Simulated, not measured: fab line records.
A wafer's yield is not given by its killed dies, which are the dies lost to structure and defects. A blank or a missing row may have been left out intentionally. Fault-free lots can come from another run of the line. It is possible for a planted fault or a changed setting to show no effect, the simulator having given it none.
A lot that was struck, set against a sound lot + flow nand_harc + 15 steps out of a route of 1302
Sound: wafers L871.2, L871.3, L871.5. Wafers struck: L878.1, L878.3, L878.6. Last of all comes the cause.
At each step with rows: each side's tool, then ch and its chambers, then its first start. Under that, the readings that differ: sound wafers + struck wafers + difference of the means + sigmas: that difference in standard deviations of wafers without a fault.
alike: words and numbers the same on both sides, and readings whose means are apart by under 2 such deviations; not compared: readings that were withheld, readings missing a value for some wafer, numbers with overlapping values and no deviation given by the record, and bounds like >300 which may hide the same value.
A row with sigmas, a row that says differs or no value, or rows on one side alone: a step with any of these is where the two part. Non-overlapping numbers with no deviation appear without sigmas and do not part them. A reading missing from all wafers of one side parts the sides only when that side holds two or more wafers.

first, 3 steps without rows for these wafers: NHARC_A_CONTACT_ETCH_130 (etches the open film in C4F8/O2/Ar, time 197 s, target depth 1918 nm); NHARC_A_CONTACT_ETCH_131 (etches the open film in C4F8/O2/Ar, time 197 s, target depth 1918 nm); NHARC_A_CONTACT_ETCH_132 (etches the open film in C4F8/O2/Ar, time 197 s, target depth 1924 nm).
NHARC_A_CONTACT_ETCH_133: etches the open film in C4F8/O2/Ar, time 374 s, target depth 1610 nm.
  sound on har_cap_etch-01 ch 0,1, day 22 15:53; struck on har_cap_etch-02 ch 0,1, day 25 20:40
  not compared: rf_hours_counter_h
NHARC_A_CONTACT_ETCH_91: etches the open film in CH3F/O2, target depth 40 nm, time 85.7 s.
  sound on rie_diel-10 ch 0,1,2, day 22 16:40; struck on rie_diel-11 ch 1,2,3, day 25 21:27
| reading               | sound          | struck         | difference | sigmas |
|-----------------------|----------------|----------------|------------|--------|
| oes_product_au (a.u.) | 0.92 0.93 0.92 | 0.99 1.01 1.01 | +0.08      | +2     |
  alike: bias_w, drypump_motor_current_A, rf_vpp_V, showerhead_plenum_p_Torr, throttle_valve_pct
  not compared: rf_hours_counter_h
NHARC_A_CONTACT_ETCH_97: etches the open film in C4F6/O2, target depth 20 nm, time 10 s.
  sound: rie_diel-10 ch 0,1,3; struck: rie_diel-11 ch 2,3
| reading               | sound             | struck            | difference | sigmas |
|-----------------------|-------------------|-------------------|------------|--------|
| oes_product_au (a.u.) | 0.939 0.940 0.949 | 1.015 1.003 1.020 | +0.070     | +3     |
  alike: bias_w, drypump_motor_current_A, rf_vpp_V, showerhead_plenum_p_Torr, throttle_valve_pct
  not compared: rf_hours_counter_h
NHARC_A_CONTACT_CD_MEAS_80:
  struck on cd_sem-01, day 25 21:40; sound on cd_sem-03, day 22 16:54
  alike: cd_nm
then, 3 steps without rows for these wafers: NHARC_A_CONTACT_STRIP_103 (strips in N2/H2); NHARC_A_CONTACT_STRIP_104 (strips in CF4/CHF3); NHARC_A_CONTACT_STRIP_105 (strips in O2/COS).
NHARC_A_CONTACT_ETCH_106: etches the open film in CF4/O2, target depth 90 nm, overetch 9 nm, time 49.5 s.
  sound on rie_diel-11 ch 0,2,3, day 22 17:12; struck on rie_diel-11 ch 0,1,2, day 25 21:58
  alike: bias_w, drypump_motor_current_A, oes_product_au, rf_vpp_V, showerhead_plenum_p_Torr, throttle_valve_pct
  not compared: rf_hours_counter_h
NHARC_A_CONTACT_STRIP_82: strips in O2.
  sound: rie_diel-11 ch 1,3; struck: rie_diel-11 ch 0,3
  alike: chamber_pressure_mTorr, drypump_motor_current_A, oes_product_au, rf_vpp_V, showerhead_plenum_p_Torr, throttle_valve_pct
  not compared: rf_hours_counter_h
NHARC_A_CONTACT_STRIP_83: strips in post etch residue remover, time 600 s.
  sound on wet_bench-04 ch 1,6,7, day 22 17:35; struck on wet_bench-04 ch 1,6,7, day 25 22:20
  no value came back on the struck wafers for bath_heat_duty_pct (%), run_length_s (s); on the sound wafers bath_heat_duty_pct (%) reads 11.2 11.2 11.9
then, 1 step without rows for these wafers: NHARC_A_CONTACT_DEP_84 (deposits aC, target thk 2800 nm).
NHARC_END_SORT_01:
  the record has rows for the sound wafers here (prober-01 ch 0, day 25 01:48) and none for the struck ones

WHERE THEY PART
First at NHARC_A_CONTACT_ETCH_91; last, within this record, at NHARC_END_SORT_01.

WHY: whatever the simulator had introduced
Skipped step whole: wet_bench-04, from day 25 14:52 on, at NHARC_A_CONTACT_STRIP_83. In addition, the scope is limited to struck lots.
